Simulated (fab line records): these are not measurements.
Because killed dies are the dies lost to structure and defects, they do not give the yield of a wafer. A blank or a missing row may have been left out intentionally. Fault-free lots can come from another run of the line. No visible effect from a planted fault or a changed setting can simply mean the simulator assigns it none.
8D (eight disciplines) problem report, filled in by code | flow n5 finfet | the parts of the form that need people (team, actions taken, sign-off) are left out

1. WHAT IS WRONG
run length s at N5_BEOL_M0_SAQP_PECVD_03 reads a mean of 54.2 s on 1 wafer of 1 lot; wafers without a fault read 51.5 s with a standard deviation of 0.53. Measured from the usual mean, that is +5.1 standard deviations.
The step: deposits SiCN from 3MS/NH3, target thk 12 nm, time 21.1 s.
First observed at day 6 09:10: wafer L607.6, on pecvd-04. The record holds 9 wafers of 3 lots with a number at this step. By rule, "out" or "out of limits" means more than 4 standard deviations away from the usual mean. All remaining wafers that have a number are taken as sound.

2. WHAT IT IS AND WHAT IT IS NOT
question                    | is               | is not
which readings at this step | run length s     | showerhead plenum p Torr, showerhead vpp V, throttle valve pct
which lots                  | L607             | L623, L626
which wafers of those lots  | L607.6           | L607.2, L607.4
read on which tools         | pecvd-04         | pecvd-01
when                        | from day 6 09:10 | up to then (2 sound wafers); but 6 sound wafers of L623, L626 came after

3. SUSPECTS, AND WHAT RULES EACH OUT
Counting: if a tool at a process step up to the reading ran every lot that is out, it stays a suspect. Sound lots after the first of them don't rule it out here, since some wafers of a struck lot are sound.
- pecvd-04 at N5_BEOL_M0_SAQP_PECVD_03 (deposits SiCN from 3MS/NH3, target thk 12 nm, time 21.1 s): kept. It ran the lot that is out, L607 (day 6 09:10). Its own readings are out on those wafers: run length s.
- Within pecvd-04 at N5_BEOL_M0_SAQP_PECVD_03: the wafers that are out ran in chamber 0; their sound lot-mates ran in chamber 1.
The count leaves pecvd-04 at N5_BEOL_M0_SAQP_PECVD_03.

4. THE CAUSE (what the simulator had put in)
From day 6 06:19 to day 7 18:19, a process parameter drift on pecvd-04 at N5_BEOL_M0_SAQP_PECVD_03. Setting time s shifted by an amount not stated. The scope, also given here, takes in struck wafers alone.
After counting, this tool was the only one left.

5. THE EFFECT CHAIN, in route order
One row per reading whose mean, taken over the struck wafers that have a number, lies over 3 standard deviations from the usual. Only readings whose record carries a usual standard deviation are examined. hours: median over the lots of the time between each lot's start at the first step of this table that gives one and its start at this step. sigmas: the change, counted in usual standard deviations.
hours | step                     | reading           | usual  | on struck wafers | change | sigmas
0     | N5_BEOL_M0_SAQP_PECVD_03 | run length s      | 51.5 s | 54.2             | +2.7   | +5.1
8     | N5_BEOL_M0_ETCH_138      | etch rf on time s | 29.0 s | 33.0             | +4.0   | +4.3
The process steps in it:
- N5_BEOL_M0_SAQP_PECVD_03: deposits SiCN from 3MS/NH3, target thk 12 nm, time 21.1 s.
- N5_BEOL_M0_ETCH_138: etches SiCN in CH3F/O2, target depth 12 nm, time 31.6 s.
At these later measuring or inspecting steps, every struck wafer for which the step has a row has a number for every such reading, and none has moved that far: N5_BEOL_M4_RC_MEAS_101.

6. HOW IT WOULD HAVE BEEN CAUGHT EARLIER
3 hours passed between the start of the fault at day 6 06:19 and the first reading out of limits in this record, taken at day 6 09:10.
